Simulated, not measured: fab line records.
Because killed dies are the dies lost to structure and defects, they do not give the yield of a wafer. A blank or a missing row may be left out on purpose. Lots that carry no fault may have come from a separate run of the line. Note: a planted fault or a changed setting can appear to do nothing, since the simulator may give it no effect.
Which tool was responsible?    flow nand harc    36 wafers sampled from 12 lots at 1 step of a route of 1302

== WHAT THE GAUGES SHOWED, per wafer ==
NHARC_P_BONDPAD_CD_MEAS_13.
lot   measured      on         cd nm (nm)
L076  day 7 07:37   cd sem-01  499.6 501.4 501.6
L077  day 7 17:06   cd sem-01  498.8 502.1 499.8
L079  day 8 15:18   cd sem-02  500.5 499.4 498.8
L082  day 9 18:31   cd sem-01  499.9 500.5 500.4
L083  day 10 09:14  cd sem-02  500.5 500.2 500.0
L085  day 11 02:17  cd sem-01  500.3 498.9 498.6
L087  day 12 01:31  cd sem-03  498.3 497.5 497.4
L089  day 12 20:19  cd sem-03  501.4 501.4 501.8
L091  day 13 22:30  cd sem-02  499.8 500.1 500.2
L093  day 14 08:11  cd sem-03  496.3 499.8 500.5
L095  day 15 10:31  cd sem-02  501.4 497.8 500.6
L097  day 16 07:50  cd sem-03  500.5 499.2 500.1

== WHAT TOOL EACH LOT RAN ON (gives the tool, then ch and the chambers of the sampled wafers, and finally the start) ==
There is no process step in the record ahead of these readings.

== THE ANSWER, worked out from the rows above alone ==
Rule: the lots themselves supply what counts as usual. Put in order of their means at a reading, lots are off if they are a third of the lots or fewer, leave a main group of 4 or more, and stand apart from it by a gap of 3 or more times the standard deviation of the main group's means; of several such gaps the widest counts. A main group is skipped when, at the precision printed for the reading in the tables above, its means are all equal. A lot without any number at a reading at which 4 lots or more have one is off too. All remaining lots with rows at the step are treated as sound.
No lot is off on any of the readings shown, so nothing can be concluded from this.

== WHAT THE SIMULATOR HAD INSERTED ==
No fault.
